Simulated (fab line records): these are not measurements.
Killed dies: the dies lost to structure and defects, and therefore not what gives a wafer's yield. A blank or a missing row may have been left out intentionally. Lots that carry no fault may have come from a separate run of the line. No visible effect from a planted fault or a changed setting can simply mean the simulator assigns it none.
fab line records + flow nand_harc
[record]
- lots = 6
- wafers = 18
- last_day = 33
route steps=1302 shown P_M1@297 END@1302
lots untouched by any fault: they come from a run of this same line in which no faults occurred
start_h: hours from the record's first day to the start of the lot's first wafer shown + wait_h: hours from the lot's prior step to this one + " the same as in the row above + L1.1+2: a row that stands for several wafers + - no value, or no start given + * or withheld: withheld + < > ~ a bound
route shown NAME@n: NAME is a module with steps in the file, n the number in the route of the first one + usual: mean/standard deviation taken from wafers without a fault + same: alike in all rows + chamber/n: place in a boat + sites: per-site readings + _std_site: standard deviation of those values + _edge_site: mean of outer sites minus mean of inner sites + radius_mm: for every site, how far away it sits from the centre of the wafer + mask NAME#n: copy n + behind: the most recent tool/chamber to have shaped the wafer + hold: what put the lot on hold/how long, in hours/how the hold closed + device: transistor that didn't switch, given as n, p or np + end of line: at the end of the route, the tests of the same wafers + a step with no rows: only its recipe + killed: the dies lost at the first sort to structure and to defects; this is not the yield of the wafer + map: a wafer's dies, x killed, . not, _ none there
set.NAME: setting as actually run; set.NAME@STEP: the setting as run at that earlier step + model.NAME: the simulator's own value behind a step, which no gauge read
a table for each step, a row for each wafer; lots at some steps of the route
services: when a tool's chamber went out of use (start_h, in hours from the record's first day, below 0 if earlier), for how many hours, and the reason
[[steps]]
[step NHARC_P_M1_INSPECT_11]
[usual]
- raw_defect_count = 4.7/2.8
| lot.wafer | tool              | chamber | start_h | wait_h | raw_defect_count |
|-----------|-------------------|---------|---------|--------|------------------|
| L570.3    | defect_inspect-02 | -       | 149.78  | 0.0    | 4                |
| L570.4    | "                 | -       | "       | "      | 5                |
| L570.5    | "                 | -       | "       | "      | 6                |
| L578.1    | defect_inspect-01 | -       | 224.79  | 0.0    | 3                |
| L578.3    | "                 | -       | "       | "      | 9                |
| L578.5    | "                 | -       | "       | "      | 5                |
| L579.1    | defect_inspect-01 | -       | 231.84  | 0.0    | 2                |
| L579.3    | "                 | -       | "       | "      | 3                |
| L579.4    | "                 | -       | "       | "      | 3                |
| L588.4    | defect_inspect-01 | -       | 325.87  | 0.0    | 4                |
| L588.5    | "                 | -       | "       | "      | 3                |
| L588.6    | "                 | -       | "       | "      | 3                |
| L589.2    | defect_inspect-01 | -       | 339.64  | 0.0    | 6                |
| L589.3    | "                 | -       | "       | "      | 5                |
| L589.5    | "                 | -       | "       | "      | 7                |
| L590.1    | defect_inspect-02 | -       | 348.06  | 0.0    | 9                |
| L590.3    | "                 | -       | "       | "      | 4                |
| L590.4    | "                 | -       | "       | "      | 5                |
[step NHARC_P_M1_DESCUM_14]
[recipe]
- time_s = 3
- o2_flow_sccm = 200
- ar_flow_sccm = 0
- bias_power_w = 0
- chemistry = O2
[usual]
- drypump_motor_current_A = 5.8/0.44
- oes_product_au = 0.993/0.0084
- rf_vpp_V = 57.6/0.81
- showerhead_plenum_p_Torr = 1.87/0.064
- throttle_valve_pct = 11.310/0.011
| lot.wafer | tool        | chamber | start_h | wait_h | drypump_motor_current_A | oes_product_au | rf_hours_counter_h | rf_vpp_V | showerhead_plenum_p_Torr | throttle_valve_pct |
|-----------|-------------|---------|---------|--------|-------------------------|----------------|--------------------|----------|--------------------------|--------------------|
| L570.4    | rie_diel-06 | 2       | 149.84  | 0.1    | 6.0                     | 0.989          | 1                  | 58.1     | 1.93                     | 11.324             |
| L570.3    | "           | 0       | "       | "      | 6.3                     | 0.991          | 1                  | 56.3     | 1.85                     | 11.307             |
| L570.5    | "           | 3       | "       | "      | 5.3                     | 0.981          | -                  | 57.2     | 1.93                     | 11.309             |
| L578.1    | rie_diel-06 | 3       | 224.87  | 0.1    | 5.3                     | 0.983          | 8                  | 57.1     | 1.92                     | 11.307             |
| L578.3    | "           | 0       | "       | "      | 6.3                     | 0.995          | 8                  | 57.8     | 1.85                     | 11.305             |
| L578.5    | "           | 1       | "       | "      | 6.0                     | 1.003          | -                  | 58.0     | 1.77                     | 11.317             |
| L579.1    | rie_diel-06 | 0       | 231.90  | 0.1    | 6.2                     | 0.994          | 8                  | 57.4     | 1.85                     | 11.307             |
| L579.3    | "           | 1       | "       | "      | 6.0                     | 0.991          | 8                  | 57.8     | 1.77                     | 11.340             |
| L579.4    | "           | 2       | "       | "      | 6.0                     | 0.987          | 8                  | 56.6     | 1.93                     | 11.303             |
| L588.4    | rie_diel-13 | 0       | 325.96  | 0.1    | 5.7                     | 0.978          | 10                 | 56.7     | 1.83                     | 11.310             |
| L588.5    | "           | 1       | "       | "      | 5.0                     | 0.990          | -                  | 57.8     | 1.88                     | 11.307             |
| L588.6    | "           | 2       | "       | "      | 6.1                     | 0.984          | -                  | 58.5     | 1.81                     | 11.313             |
| L589.2    | rie_diel-06 | 3       | 339.70  | 0.1    | 5.3                     | 0.981          | 2                  | 57.5     | 1.92                     | 11.298             |
| L589.3    | "           | 2       | "       | "      | 6.0                     | 0.994          | 3                  | 59.1     | 1.93                     | 11.314             |
| L589.5    | "           | 3       | "       | "      | 5.3                     | 0.985          | -                  | 57.7     | 1.92                     | 11.321             |
| L590.3    | rie_diel-06 | 2       | 348.13  | 0.1    | 6.0                     | 1.002          | 4                  | 57.5     | 1.93                     | 11.315             |
| L590.1    | "           | 3       | "       | "      | 5.3                     | 0.997          | 3                  | 57.9     | 1.92                     | 11.290             |
| L590.4    | "           | 0       | "       | "      | 6.2                     | 0.993          | 4                  | 56.7     | 1.85                     | 11.311             |
[step NHARC_P_M1_ETCH_35]
[recipe]
- target_depth_a = 400
- overetch_a = 120
- time_s = 43.94
- ion_energy_ev = 200
- n2_flow_sccm = 150
- h2_flow_sccm = 150
- ar_flow_sccm = 0
- rf_w = 400
- bias_w = 150
- chemistry = N2/H2
[step NHARC_P_M1_ETCH_15]
[recipe]
- target_depth_a = 1825
- time_s = 91.2
- c4f8_flow_sccm = withheld
- ar_flow_sccm = 400
- rf_w = 600
- bias_w = 300
- chemistry = C4F8/Ar
[step NHARC_P_M1_CD_MEAS_16]
[usual]
- cd_nm = 129.3/0.8
| lot.wafer | tool      | chamber | start_h | wait_h | cd_nm |
|-----------|-----------|---------|---------|--------|-------|
| L570.3    | cd_sem-02 | -       | 150.15  | -      | 130.6 |
| L570.4    | "         | -       | "       | "      | 129.0 |
| L570.5    | "         | -       | "       | "      | 129.0 |
| L578.1    | cd_sem-02 | -       | 225.15  | -      | 127.9 |
| L578.3    | "         | -       | "       | "      | 128.9 |
| L578.5    | "         | -       | "       | "      | 129.2 |
| L579.1    | cd_sem-01 | -       | 232.20  | -      | 129.3 |
| L579.3    | "         | -       | "       | "      | 129.7 |
| L579.4    | "         | -       | "       | "      | 129.7 |
| L588.4    | cd_sem-01 | -       | 326.24  | -      | 129.7 |
| L588.5    | "         | -       | "       | "      | 129.9 |
| L588.6    | "         | -       | "       | "      | 129.7 |
| L589.2    | cd_sem-02 | -       | 340.01  | -      | 130.4 |
| L589.3    | "         | -       | "       | "      | 130.8 |
| L589.5    | "         | -       | "       | "      | 129.7 |
| L590.1    | cd_sem-03 | -       | 348.43  | -      | 127.4 |
| L590.3    | "         | -       | "       | "      | 129.5 |
| L590.4    | "         | -       | "       | "      | 128.7 |
[step NHARC_P_M1_STRIP_18]
[recipe]
- power_w = 1000
- n2_flow_sccm = 150
- h2_flow_sccm = 150
- ar_flow_sccm = 0
- bias_w = 0
- chemistry = N2/H2
[step NHARC_P_M1_ETCH_28]
[recipe]
- target_depth_a = 300
- over_etch_frac = 0.3
- time_s = 72.99
- ion_energy_ev = 150
- cf4_flow_sccm = 50
- n2_flow_sccm = 100
- ar_flow_sccm = 150
- rf_w = 300
- bias_w = 100
- chemistry = CF4/N2
[usual]
- drypump_motor_current_A = 5.7/0.47
- oes_product_au = 0.994/0.0077
- rf_vpp_V = 313.2/1.6
- showerhead_plenum_p_Torr = 2.56/0.074
- throttle_valve_pct = 19.794/0.0089
| lot.wafer | tool        | chamber | start_h | wait_h | drypump_motor_current_A | oes_product_au | rf_hours_counter_h | rf_vpp_V | showerhead_plenum_p_Torr | throttle_valve_pct |
|-----------|-------------|---------|---------|--------|-------------------------|----------------|--------------------|----------|--------------------------|--------------------|
| L570.4    | rie_diel-13 | 1       | -       | -      | 5.0                     | 0.994          | 8                  | 313.1    | 2.59                     | 19.806             |
| L570.3    | "           | 2       | "       | "      | 6.2                     | 1.004          | 9                  | 311.3    | 2.49                     | 19.803             |
| L570.5    | "           | 1       | "       | "      | 5.0                     | 1.002          | -                  | 313.5    | 2.59                     | 19.791             |
| L578.3    | rie_diel-06 | 1       | -       | -      | 6.0                     | 0.985          | 8                  | 308.8    | 2.44                     | 19.805             |
| L578.1    | "           | 0       | "       | "      | 6.3                     | 1.009          | 8                  | 313.9    | 2.54                     | 19.785             |
| L578.5    | "           | 1       | "       | "      | 6.0                     | 0.999          | -                  | 310.7    | 2.44                     | 19.806             |
| L579.3    | rie_diel-13 | 1       | -       | -      | 5.0                     | 0.994          | 5                  | 315.1    | 2.58                     | 19.796             |
| L579.4    | "           | 2       | "       | "      | 6.2                     | 1.002          | 5                  | 312.3    | 2.49                     | 19.800             |
| L579.1    | "           | 0       | "       | "      | 5.8                     | 0.983          | 4                  | 311.8    | 2.52                     | 19.803             |
| L588.4    | rie_diel-13 | 0       | -       | -      | 5.7                     | 1.006          | 10                 | 312.7    | 2.52                     | 19.788             |
| L588.5    | "           | 3       | "       | "      | 5.1                     | 0.997          | -                  | 313.7    | 2.60                     | 19.804             |
| L588.6    | "           | 0       | "       | "      | 5.7                     | 0.999          | -                  | 312.8    | 2.52                     | 19.780             |
| L589.2    | rie_diel-13 | 3       | -       | -      | 5.1                     | 0.989          | 10                 | 313.6    | 2.60                     | 19.789             |
| L589.3    | "           | 0       | "       | "      | 5.7                     | 0.990          | 11                 | 310.7    | 2.52                     | 19.784             |
| L589.5    | "           | 2       | "       | "      | 6.2                     | 0.990          | -                  | 309.5    | 2.49                     | 19.775             |
| L590.1    | rie_diel-03 | 0       | -       | -      | 6.1                     | 0.999          | 20                 | 313.0    | 2.60                     | 19.782             |
| L590.3    | "           | 2       | "       | "      | 6.0                     | 1.005          | 17                 | 317.7    | 2.79                     | 19.795             |
| L590.4    | "           | 3       | "       | "      | 6.2                     | 0.993          | 18                 | 317.2    | 2.74                     | 19.796             |
[step NHARC_P_M1_STRIP_19]
[recipe]
- time_s = 600
- temp_c = 30
- chemistry = post_etch_residue_remover
[step NHARC_P_M1_DEGAS_29]
[recipe]
- temp_c = 250
- time_s = 60
[usual]
- heater_power_w = 326/41
| lot.wafer | tool           | chamber | start_h | wait_h | heater_power_w |
|-----------|----------------|---------|---------|--------|----------------|
| L570.3    | pvd_sputter-02 | -       | 150.90  | -      | 354            |
| L570.4    | "              | -       | "       | "      | 350            |
| L570.5    | "              | -       | "       | "      | 321            |
| L578.3    | pvd_sputter-01 | -       | 225.88  | -      | 362            |
| L578.1    | "              | -       | "       | "      | 259            |
| L578.5    | "              | -       | "       | "      | 242            |
| L579.1    | pvd_sputter-03 | -       | 232.93  | -      | 332            |
| L579.3    | "              | -       | "       | "      | 306            |
| L579.4    | "              | -       | "       | "      | 343            |
| L588.4    | pvd_sputter-02 | -       | 326.97  | -      | 320            |
| L588.6    | "              | -       | "       | "      | 335            |
| L588.5    | "              | -       | "       | "      | 350            |
| L589.3    | pvd_sputter-02 | -       | 340.72  | -      | 332            |
| L589.2    | "              | -       | "       | "      | 377            |
| L589.5    | "              | -       | "       | "      | 344            |
| L590.1    | pvd_sputter-02 | -       | 349.16  | -      | 318            |
| L590.3    | "              | -       | "       | "      | 342            |
| L590.4    | "              | -       | "       | "      | 353            |
[step NHARC_P_M1_PRE_CLEAN_30]
[recipe]
- time_s = 30
- temp_c = 280
- gas = H2/He
[step NHARC_P_M1_PVD_20]
[recipe]
- target_thk_a = 50
- bias_v = 168.6
- power_w = 15000
- chamber_pressure_pa = 0.12
- time_s = 8.06
- substrate_temp_c = 50
- material = TaN
[usual]
- bias_v = 168.8/1.6
- throttle_valve_pct = 29.8/1.1
| lot.wafer | tool           | chamber | start_h | wait_h | bias_v | throttle_valve_pct |
|-----------|----------------|---------|---------|--------|--------|--------------------|
| L570.4    | pvd_sputter-02 | -       | -       | -      | 166.3  | 29.6               |
| L570.3    | "              | -       | "       | "      | 169.8  | 29.4               |
| L570.5    | "              | -       | "       | "      | 167.3  | 29.6               |
| L578.1    | pvd_sputter-01 | -       | -       | -      | 168.9  | 31.7               |
| L578.3    | "              | -       | "       | "      | 169.1  | 30.3               |
| L578.5    | "              | -       | "       | "      | 170.5  | 29.4               |
| L579.3    | pvd_sputter-03 | -       | -       | -      | 170.8  | 30.0               |
| L579.1    | "              | -       | "       | "      | 169.3  | 29.7               |
| L579.4    | "              | -       | "       | "      | 164.5  | 27.6               |
| L588.4    | pvd_sputter-02 | -       | -       | -      | 168.7  | 26.4               |
| L588.5    | "              | -       | "       | "      | 168.9  | 28.8               |
| L588.6    | "              | -       | "       | "      | 166.4  | 29.5               |
| L589.2    | pvd_sputter-02 | -       | -       | -      | 169.7  | 26.6               |
| L589.3    | "              | -       | "       | "      | 171.1  | 30.4               |
| L589.5    | "              | -       | "       | "      | 166.3  | 29.9               |
| L590.3    | pvd_sputter-02 | -       | -       | -      | 172.1  | 30.5               |
| L590.4    | "              | -       | "       | "      | 170.5  | 28.7               |
| L590.1    | "              | -       | "       | "      | 167.1  | 29.7               |
[step NHARC_P_M1_PVD_21]
[recipe]
- target_thk_a = 300
- chamber_pressure_pa = 5
- power_w = 5000
- substrate_temp_c = 30
- time_s = 20.49
- material = Cu
[step NHARC_P_M1_ECD_22]
[recipe]
- target_thk_a = 4000
- bath_temp_c = 25
- material = Cu
| lot.wafer  | tool      | chamber | start_h | wait_h |
|------------|-----------|---------|---------|--------|
| L570.3+4+5 | ecd_cu-02 | 1,0,0   | 151.36  | -      |
| L578.1+3+5 | ecd_cu-02 | 1,0,1   | 226.50  | -      |
| L579.1+4+3 | ecd_cu-02 | 1,0,1   | 233.34  | -      |
| L588.4+6+5 | ecd_cu-02 | 1,0,1   | 327.45  | -      |
| L589.2+3+5 | ecd_cu-02 | 1,0,0   | 341.08  | -      |
| L590.1+4+3 | ecd_cu-01 | 1,1,0   | 349.57  | -      |
[step NHARC_P_M1_ANNEAL_31]
[recipe]
- temp_c = 225
- time_s = 90
[usual]
- wafer_temp_C_max = 225.89/0.29
| lot.wafer | tool          | chamber | start_h | wait_h | wafer_temp_C_max |
|-----------|---------------|---------|---------|--------|------------------|
| L570.3    | rtp_anneal-01 | 0       | 151.74  | -      | 226.23           |
| L570.4    | "             | 0       | "       | "      | 225.89           |
| L570.5    | "             | 0       | "       | "      | 226.22           |
| L578.1    | rtp_anneal-02 | 0       | 226.82  | -      | 225.60           |
| L578.3    | "             | 0       | "       | "      | 225.40           |
| L578.5    | "             | 0       | "       | "      | 225.45           |
| L579.1    | rtp_anneal-01 | 0       | 233.67  | 0.3    | 226.38           |
| L579.3    | "             | 0       | "       | "      | 225.88           |
| L579.4    | "             | 0       | "       | "      | 225.85           |
| L588.4    | rtp_anneal-01 | 0       | 327.84  | 0.3    | 225.93           |
| L588.5    | "             | 0       | "       | "      | 226.03           |
| L588.6    | "             | 0       | "       | "      | 225.62           |
| L589.2    | rtp_anneal-02 | 0       | 341.51  | -      | 225.85           |
| L589.3    | "             | 0       | "       | "      | 225.73           |
| L589.5    | "             | 0       | "       | "      | 225.89           |
| L590.1    | rtp_anneal-02 | 0       | 350.00  | 0.4    | 225.69           |
| L590.3    | "             | 0       | "       | "      | 225.25           |
| L590.4    | "             | 0       | "       | "      | 225.48           |
[step NHARC_P_M1_CMP_23]
[recipe]
- t_overpolish_s = 20
- target_thk_nm = 157.82
[usual]
- motor_current_A = 12.5/1.2
- retaining_ring_pressure_frac = 0.999/0.0053
- slurry_flow_ml_min = 150.0/0.48
- time_to_endpoint_s = 28.9/2.3
| lot.wafer | tool   | chamber | start_h | wait_h | motor_current_A | retaining_ring_pressure_frac | slurry_flow_ml_min | time_to_endpoint_s |
|-----------|--------|---------|---------|--------|-----------------|------------------------------|--------------------|--------------------|
| L570.4    | cmp-03 | 0       | 151.98  | -      | 12.2            | 1.007                        | 149.2              | 30.9               |
| L570.3    | "      | 1       | "       | "      | 11.6            | 0.994                        | 150.3              | 31.2               |
| L570.5    | "      | 1       | "       | "      | 11.4            | 1.000                        | 149.0              | 31.1               |
| L578.1    | cmp-01 | 3       | 227.17  | -      | 13.4            | 0.993                        | 150.5              | 26.4               |
| L578.3    | "      | 1       | "       | "      | 10.8            | 1.006                        | 149.7              | 45.5               |
| L578.5    | "      | 0       | "       | "      | 12.7            | 0.995                        | 149.8              | 26.1               |
| L579.4    | cmp-01 | 2       | 234.02  | -      | 12.0            | 1.000                        | 149.8              | 24.2               |
| L579.3    | "      | 0       | "       | "      | 12.7            | 1.002                        | 149.7              | 42.8               |
| L579.1    | "      | 1       | "       | "      | 11.0            | 0.994                        | 150.5              | 26.0               |
| L588.4    | cmp-01 | 1       | 328.11  | -      | 10.4            | 1.000                        | 150.2              | 30.7               |
| L588.6    | "      | 2       | "       | "      | 12.1            | 0.994                        | 149.8              | 29.2               |
| L588.5    | "      | 3       | "       | "      | 13.4            | 0.998                        | 150.8              | 30.5               |
| L589.2    | cmp-02 | 3       | 341.85  | -      | 10.2            | 0.993                        | 150.0              | 28.3               |
| L589.3    | "      | 0       | "       | "      | 11.7            | 1.002                        | 150.7              | 33.9               |
| L589.5    | "      | 1       | "       | "      | 13.7            | 1.007                        | 149.8              | 31.1               |
| L590.3    | cmp-01 | 3       | 350.35  | -      | 14.1            | 1.000                        | 150.1              | 28.3               |
| L590.1    | "      | 0       | "       | "      | 12.1            | 1.005                        | 150.3              | 28.3               |
| L590.4    | "      | 1       | "       | "      | 11.2            | 0.993                        | 149.5              | 29.5               |
[step NHARC_P_M1_THK_MEAS_24]
[recipe]
- thk_meas_gauge = xrf
[usual]
- thk_nm = 157.6/1.7
| lot.wafer | tool          | chamber | start_h | wait_h | thk_nm |
|-----------|---------------|---------|---------|--------|--------|
| L570.3    | film_metro-01 | -       | 152.30  | -      | 156.7  |
| L570.4    | "             | -       | "       | "      | 158.8  |
| L570.5    | "             | -       | "       | "      | 156.0  |
| L578.1    | film_metro-02 | -       | 227.48  | -      | 156.5  |
| L578.3    | "             | -       | "       | "      | 158.3  |
| L578.5    | "             | -       | "       | "      | 156.7  |
| L579.1    | film_metro-01 | -       | 234.33  | -      | 156.7  |
| L579.3    | "             | -       | "       | "      | 157.4  |
| L579.4    | "             | -       | "       | "      | 159.3  |
| L588.4    | film_metro-02 | -       | 328.34  | -      | 159.4  |
| L588.5    | "             | -       | "       | "      | 157.9  |
| L588.6    | "             | -       | "       | "      | 159.6  |
| L589.2    | film_metro-02 | -       | 342.11  | -      | 161.4  |
| L589.3    | "             | -       | "       | "      | 160.4  |
| L589.5    | "             | -       | "       | "      | 161.3  |
| L590.1    | film_metro-01 | -       | 350.67  | -      | 155.7  |
| L590.3    | "             | -       | "       | "      | 158.0  |
| L590.4    | "             | -       | "       | "      | 158.8  |
[step NHARC_END_SORT_01]
[recipe]
- temp_c = 25
[usual]
- defect_limited_yield = 91/3
- killed_at_array = 54/21
- killed_at_other = 1.0/1.2
- killed_at_periphery = 3.6/2.6
- killed_dies = 58/20
- killed_open = 3.3/1.9
- killed_short = 2.6/1.5
- sort_bin_2_pct = 3.1/1.4
- sort_bin_3_pct = 0.6/0.37
- sort_bin_4_pct = 4.9/1.6
- sort_n_pass = 619/20
- sort_rim_yield_pct = 91/4.3
- sort_yield_pct = 91/3
[same]
- gross_dies = 677
- sort_bin_5_pct[%] = 0
- sort_bin_6_pct[%] = 0
- sort_bin_7_pct[%] = 0
- sort_bin_8_pct[%] = 0
- sort_rim_n_gross = 106.00
| lot.wafer | tool      | chamber | start_h | wait_h | defect_limited_yield[%] | killed_at_array | killed_at_other | killed_at_periphery | killed_dies | killed_open | killed_short | sort_bin_2_pct[%] | sort_bin_3_pct[%] | sort_bin_4_pct[%] | sort_n_pass | sort_rim_yield_pct[%] | sort_yield_pct[%] |
|-----------|-----------|---------|---------|--------|-------------------------|-----------------|-----------------|---------------------|-------------|-------------|--------------|-------------------|-------------------|-------------------|-------------|-----------------------|-------------------|
| L578.1    | prober-01 | 0       | 659.78  | 2.5    | 95                      | 30              | 2               | 1                   | 33          | 2           | 1            | 1.5               | 0                 | 3.4               | 644         | 92                    | 95                |
| L578.3    | prober-01 | 0       | 661.37  | 3.1    | 95                      | 27              | 0               | 5                   | 32          | 5           | 3            | 1.0               | 0.3               | 3.4               | 645         | 92                    | 95                |
| L578.5    | prober-01 | 0       | 662.96  | 3.7    | 93                      | 45              | 2               | 3                   | 50          | 5           | 4            | 2.5               | 0.4               | 4.4               | 627         | 91                    | 93                |
| L588.4    | prober-02 | 0       | 767.39  | 3.4    | 90                      | 67              | 0               | 0                   | 67          | 6           | 2            | 3.1               | 0.4               | 6.4               | 610         | 86                    | 90                |
| L588.5    | prober-02 | 0       | 768.19  | 3.7    | 92                      | 51              | 0               | 0                   | 51          | 1           | 1            | 2.5               | 0.7               | 4.3               | 626         | 88                    | 92                |
| L588.6    | prober-02 | 0       | 768.99  | 4.0    | 92                      | 50              | 2               | 2                   | 54          | 4           | 0            | 2.4               | 0.3               | 5.3               | 623         | 88                    | 92                |
| L589.2    | prober-01 | 0       | 771.65  | 2.8    | 91                      | 56              | 3               | 5                   | 64          | 3           | 2            | 3.4               | 0.7               | 5.3               | 613         | 90                    | 91                |
| L589.3    | prober-01 | 0       | 772.45  | 3.1    | 91                      | 57              | 3               | 3                   | 63          | 4           | 3            | 4.0               | 0.6               | 4.7               | 614         | 88                    | 91                |
| L589.5    | prober-01 | 0       | 774.06  | 3.7    | 91                      | 54              | 4               | 2                   | 60          | 3           | 2            | 2.7               | 0.1               | 6.1               | 617         | 91                    | 91                |
// killed by level:class
L578.1 A_CHANNEL_HOLE_D1:chamber_film_flake=9 A_CONTACT:chamber_film_flake=8 A_SLIT:chamber_film_flake=4 A_ONON_D2:geometric_particle:open=2 A_M1:chamber_film_flake=2 THIN_TSV:chamber_film_flake=2 A_CHANNEL_FILL_D2:geometric_particle:short=1 P_GATE:chamber_film_flake=1
L578.3 A_CONTACT:chamber_film_flake=8 A_CHANNEL_HOLE_D1:chamber_film_flake=6 P_GATE:chamber_film_flake=4 A_CHANNEL_FILL_D2:geometric_particle:open=3 A_M0:geometric_particle:open=2 A_CHANNEL_HOLE_D2:chamber_film_flake=2 A_CHANNEL_FILL_D2:geometric_particle:short=1 A_WL_FILL:geometric_particle:short=1
L578.5 A_CHANNEL_HOLE_D1:chamber_film_flake=16 A_CONTACT:chamber_film_flake=12 A_SLIT:chamber_film_flake=4 A_ONON_D1:geometric_particle:open=2 A_CHANNEL_FILL_D2:geometric_particle:open=2 A_STAIRCASE:chamber_film_flake=2 A_WL_FILL:chamber_film_flake=2 THIN_TSV:chamber_film_flake=2
L588.4 A_SLIT:chamber_film_flake=34 A_CONTACT:chamber_film_flake=13 A_CHANNEL_HOLE_D1:chamber_film_flake=10 A_CHANNEL_FILL_D2:geometric_particle:open=2 A_ONON_D1:geometric_particle:open=1 A_ONON_D2:geometric_particle:open=1 A_CHANNEL_HOLE_D2:geometric_particle:open=1 A_CHANNEL_HOLE_D2:geometric_particle:short=1
L588.5 A_SLIT:chamber_film_flake=30 A_CHANNEL_HOLE_D1:chamber_film_flake=7 A_CONTACT:chamber_film_flake=7 A_STAIRCASE:chamber_film_flake=3 A_DECK1_JOINT:chamber_film_flake=2 A_ONON_D1:geometric_particle:short=1 A_ONON_D1:geometric_particle:open=1
L588.6 A_SLIT:chamber_film_flake=19 A_CHANNEL_HOLE_D1:chamber_film_flake=11 A_CONTACT:chamber_film_flake=10 THIN_TSV:chamber_film_flake=2 A_SOURCE_PLATE:geometric_particle:open=1 A_CHANNEL_HOLE_D1:geometric_particle:open=1 A_ONON_D2:geometric_particle:open=1 A_M0:geometric_particle:open=1
L589.2 A_CHANNEL_HOLE_D1:chamber_film_flake=19 A_CHANNEL_HOLE_D2:chamber_film_flake=13 A_STAIRCASE:chamber_film_flake=10 A_SLIT:chamber_film_flake=8 THIN_TSV:chamber_film_flake=3 P_CONTACT:geometric_particle:open=2 P_ZERO_WELL:chamber_film_flake=2 A_ONON_D1:geometric_particle:open=1
L589.3 A_CHANNEL_HOLE_D1:chamber_film_flake=14 A_SLIT:chamber_film_flake=14 A_CHANNEL_HOLE_D2:chamber_film_flake=13 A_STAIRCASE:chamber_film_flake=8 THIN_TSV:chamber_film_flake=3 A_ONON_D1:geometric_particle:open=2 P_GATE:geometric_particle:short=1 A_ONON_D1:geometric_particle:short=1
L589.5 A_CHANNEL_HOLE_D2:chamber_film_flake=23 A_CHANNEL_HOLE_D1:chamber_film_flake=10 A_SLIT:chamber_film_flake=8 A_STAIRCASE:chamber_film_flake=5 A_CONTACT:chamber_film_flake=3 THIN_TSV:chamber_film_flake=3 A_CHANNEL_FILL_D1:geometric_particle:open=2 A_WL_FILL:geometric_particle:short=2
[[services]]
| tool           | chamber | start_h | hours | kind   |
|----------------|---------|---------|-------|--------|
| pvd_sputter-03 | -       | 126.10  | 9.1   | repair |
| rie_diel-06    | -       | 130.20  | 9.0   | pm     |
| pvd_sputter-03 | -       | 155.52  | 1.9   | repair |
| cmp-01         | -       | 157.45  | 3.4   | repair |
| cmp-01         | -       | 162.62  | 0.7   | repair |
| rie_diel-13    | -       | 165.00  | 9.0   | pm     |
| pvd_sputter-03 | -       | 170.09  | 10.0  | pm     |
| cmp-01         | -       | 185.50  | 4.0   | pm     |
| rie_diel-13    | 0       | 205.88  | 2.7   | repair |
| pvd_sputter-02 | -       | 207.09  | 5.4   | repair |
| rie_diel-13    | 3       | 212.98  | 2.3   | repair |
| cmp-01         | -       | 226.40  | 0.6   | repair |
| rie_diel-13    | 3       | 236.75  | 9.1   | repair |
| cmp-01         | -       | 240.47  | 2.1   | repair |
| ecd_cu-02      | -       | 244.00  | 8.0   | pm     |
| pvd_sputter-03 | -       | 258.28  | 1.3   | repair |
| cmp-01         | -       | 259.44  | 0.5   | repair |
| rie_diel-06    | 2       | 262.08  | 8.7   | repair |
| pvd_sputter-02 | -       | 265.04  | 3.3   | repair |
| pvd_sputter-02 | -       | 282.00  | 10.0  | pm     |
| cmp-01         | -       | 283.50  | 4.0   | pm     |
| rie_diel-06    | -       | 307.20  | 9.0   | pm     |
| rie_diel-06    | 1       | 322.10  | 6.5   | repair |
| rie_diel-13    | -       | 342.00  | 9.0   | pm     |
[[key]]
[first_sign]
- step = NHARC_P_M1_CMP_23
- reading = time_to_endpoint_s
- direction = up
- sigmas = 6.5
- usual = *
- struck = *
effect none on later readings
met_at NHARC_P_M1_ECD_22
struck_wafers L578.3,L579.3
onset_between 151.36 226.50
[fault]
- kind = process_parameter_drift
- tool = ecd_cu-02
- chamber = -
- onset_h = 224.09
- steps = NHARC_P_M1_ECD_22
- channel = target_thk_a
- offset = *
- shape = step
- end_h = 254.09
- scope = struck_wafers_only
- acts_in = *
- stated = *
